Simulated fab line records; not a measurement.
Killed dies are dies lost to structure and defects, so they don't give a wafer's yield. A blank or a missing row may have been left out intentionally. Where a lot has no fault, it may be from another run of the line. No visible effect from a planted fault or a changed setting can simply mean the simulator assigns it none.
Split-lot experiment || flow n5Finfet || 21 wafers read from 7 lots, route of 1938 steps

== THE SPLIT ==
At N5_BEOL_M11_EXPOSE_08 (exposes mask M11), the setting doseMj was moved away from the recipe's 53.75 on 8 of the 21 wafers read, by -6.8% to +6.9%. The other wafers ran this setting at the recipe's value.

== FROM THE SPLIT TO THE READING: what the file shows between them, 10 steps ==
- N5_BEOL_M11_PEB_09: peb time 60 s
- N5_BEOL_M11_DEVELOP_10: develop time 30 s
- N5_BEOL_M11_CD_MEAS_11: target cd 64.1 nm
- N5_BEOL_M11_DESCUM_16: chemistry O2, time 7.9 s
- N5_BEOL_M11_ETCH_61: etches SiARC in CF4, target depth 39 nm, time 65 s
- N5_BEOL_M11_ETCH_62: etches SOC in N2/H2, target depth 110 nm, overetch 22 nm, time 165 s
- N5_BEOL_M11_STRIP_68: strips in N2/H2
- N5_BEOL_M11_STRIP_67: strips in CF4
- N5_BEOL_M11_HM_OPEN_17: chemistry Cl2/BCl3, target TiN, target depth 20 nm, overetch 6 nm
- N5_BEOL_M11_STRIP_19: strips in O2

== THE READING ==
cdNm, in nm, at N5_BEOL_M11_CD_MEAS_18 (pitch 140 nm, target cd 70 nm). Typical for fault-free wafers on this fab line: 69.9 nm, with standard deviation 0.73 nm.

{"wafer": "L074.2", "tool, chamber at the split": "arfiScanner-02, 0", "doseMj as run": 56.59, "against the recipe": "+5.3%", "cdNm, nm": 73.8, "against lot-mates on the recipe": "+3.5"}
{"wafer": "L074.3", "tool, chamber at the split": "arfiScanner-02, 0", "doseMj as run": 56.59, "against the recipe": "+5.3%", "cdNm, nm": 72.5, "against lot-mates on the recipe": "+2.2"}
{"wafer": "L074.6", "tool, chamber at the split": "arfiScanner-02, 0", "doseMj as run": 53.75, "against the recipe": "recipe", "cdNm, nm": 70.3, "against lot-mates on the recipe": "-"}
{"wafer": "L075.2", "tool, chamber at the split": "arfiScanner-02, 0", "doseMj as run": 53.75, "against the recipe": "recipe", "cdNm, nm": 69.5, "against lot-mates on the recipe": "-"}
{"wafer": "L075.3", "tool, chamber at the split": "arfiScanner-02, 0", "doseMj as run": 53.75, "against the recipe": "recipe", "cdNm, nm": 68.6, "against lot-mates on the recipe": "-"}
{"wafer": "L075.6", "tool, chamber at the split": "arfiScanner-02, 0", "doseMj as run": 53.75, "against the recipe": "recipe", "cdNm, nm": 69.4, "against lot-mates on the recipe": "-"}
{"wafer": "L084.1", "tool, chamber at the split": "arfiScanner-02, 0", "doseMj as run": 53.75, "against the recipe": "recipe", "cdNm, nm": 69.0, "against lot-mates on the recipe": "-"}
{"wafer": "L084.5", "tool, chamber at the split": "arfiScanner-02, 0", "doseMj as run": 57.44, "against the recipe": "+6.9%", "cdNm, nm": 72.6, "against lot-mates on the recipe": "+4.3"}
{"wafer": "L084.6", "tool, chamber at the split": "arfiScanner-02, 0", "doseMj as run": 53.75, "against the recipe": "recipe", "cdNm, nm": 67.6, "against lot-mates on the recipe": "-"}
{"wafer": "L087.3", "tool, chamber at the split": "arfiScanner-02, 0", "doseMj as run": 53.75, "against the recipe": "recipe", "cdNm, nm": 69.7, "against lot-mates on the recipe": "-"}
{"wafer": "L087.4", "tool, chamber at the split": "arfiScanner-02, 0", "doseMj as run": 53.75, "against the recipe": "recipe", "cdNm, nm": 69.5, "against lot-mates on the recipe": "-"}
{"wafer": "L087.6", "tool, chamber at the split": "arfiScanner-02, 0", "doseMj as run": 53.75, "against the recipe": "recipe", "cdNm, nm": 69.2, "against lot-mates on the recipe": "-"}
{"wafer": "L085.2", "tool, chamber at the split": "arfiScanner-01, 0", "doseMj as run": 53.75, "against the recipe": "recipe", "cdNm, nm": 69.6, "against lot-mates on the recipe": "-"}
{"wafer": "L085.4", "tool, chamber at the split": "arfiScanner-01, 0", "doseMj as run": 52.63, "against the recipe": "-2.1%", "cdNm, nm": 69.0, "against lot-mates on the recipe": -0.6}
{"wafer": "L085.6", "tool, chamber at the split": "arfiScanner-01, 0", "doseMj as run": 52.63, "against the recipe": "-2.1%", "cdNm, nm": 69.2, "against lot-mates on the recipe": -0.4}
{"wafer": "L090.2", "tool, chamber at the split": "arfiScanner-01, 0", "doseMj as run": 50.09, "against the recipe": "-6.8%", "cdNm, nm": 66.0, "against lot-mates on the recipe": -3.6}
{"wafer": "L090.3", "tool, chamber at the split": "arfiScanner-01, 0", "doseMj as run": 50.09, "against the recipe": "-6.8%", "cdNm, nm": 66.6, "against lot-mates on the recipe": -3.0}
{"wafer": "L090.5", "tool, chamber at the split": "arfiScanner-01, 0", "doseMj as run": 53.75, "against the recipe": "recipe", "cdNm, nm": 69.6, "against lot-mates on the recipe": "-"}
{"wafer": "L088.1", "tool, chamber at the split": "arfiScanner-03, 0", "doseMj as run": 53.75, "against the recipe": "recipe", "cdNm, nm": 70.2, "against lot-mates on the recipe": "-"}
{"wafer": "L088.3", "tool, chamber at the split": "arfiScanner-03, 0", "doseMj as run": 53.75, "against the recipe": "recipe", "cdNm, nm": 70.5, "against lot-mates on the recipe": "-"}
{"wafer": "L088.4", "tool, chamber at the split": "arfiScanner-03, 0", "doseMj as run": 56.43, "against the recipe": "+5.0%", "cdNm, nm": 72.3, "against lot-mates on the recipe": "+2.0"}

FIT RESULTS
A straight line over all 21 wafers: cdNm changes by +0.517 nm for each +1% of doseMj; r = +0.92; the points scatter about the line by 0.75 nm.
The same after taking each lot's own level away (the mean of its wafers on the recipe; 21 wafers): +0.506 nm for each +1%; r = +0.97; scatter 0.47 nm.
That fit puts the effect of the largest move of doseMj on the reading at 3.5 nm.
Measured against the standard deviation above, the lots' own levels, which go from 68.30 to 70.35 nm, span 2.8 times it.
So the lot-to-lot level changes the slope little: the two slopes agree.
Check: with one of the wafers moved furthest among these (+6.9%) left out of the fit, the line predicts +3.34 nm for it against its lot-mates. It came out at +4.3 nm against them.

== OTHER SPLITS ON THESE WAFERS ==
Other splits were also applied to these wafers ahead of the reading. Each is held against what the fit with the lots' levels taken away leaves over:
{"other split on the same wafers": "N5_BEOL_M8_EXPOSE_25 doseMj", "wafers away from the commonest value": 9, "r with cdNm (lot level and that fit taken away)": "+0.00"}
{"other split on the same wafers": "N5_BEOL_M10_COAT_05 spinRpm", "wafers away from the commonest value": 7, "r with cdNm (lot level and that fit taken away)": -0.30}
{"other split on the same wafers": "N5_BEOL_M10_ETCH_62 timeS", "wafers away from the commonest value": 7, "r with cdNm (lot level and that fit taken away)": -0.14}
{"other split on the same wafers": "N5_BEOL_M11_PECVD_70 timeS", "wafers away from the commonest value": 4, "r with cdNm (lot level and that fit taken away)": -0.06}

== THE WHOLE CHAIN: every reading that the file lists as answering this split, in the file's order ==
{"step": "N5_BEOL_M11_CD_MEAS_11", "what it does": "target cd 64.1 nm", "reading": "cdNm", "change (the file's fit)": "+0.516 nm for each +1% of the setting", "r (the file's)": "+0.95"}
{"step": "N5_BEOL_M11_ETCH_61", "what it does": "etches SiARC in CF4, target depth 39 nm, time 65 s", "reading": "BEOL_M11.cdOffsetNm (the simulator's own value, which no gauge read)", "change (the file's fit)": "+0.535 nm for each +1% of the setting", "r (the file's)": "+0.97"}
{"step": "N5_BEOL_M11_ETCH_62", "what it does": "etches SOC in N2/H2, target depth 110 nm, overetch 22 nm, time 165 s", "reading": "BEOL_M11.cdOffsetNm (the simulator's own value, which no gauge read)", "change (the file's fit)": "+0.532 nm for each +1% of the setting", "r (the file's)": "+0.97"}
{"step": "N5_BEOL_M11_CD_MEAS_18", "what it does": "pitch 140 nm, target cd 70 nm", "reading": "cdNm", "change (the file's fit)": "+0.517 nm for each +1% of the setting", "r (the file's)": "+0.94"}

== THE FILE'S OWN FIT ==
cdNm changes by +0.517 nm for each +1% of doseMj, r = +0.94.
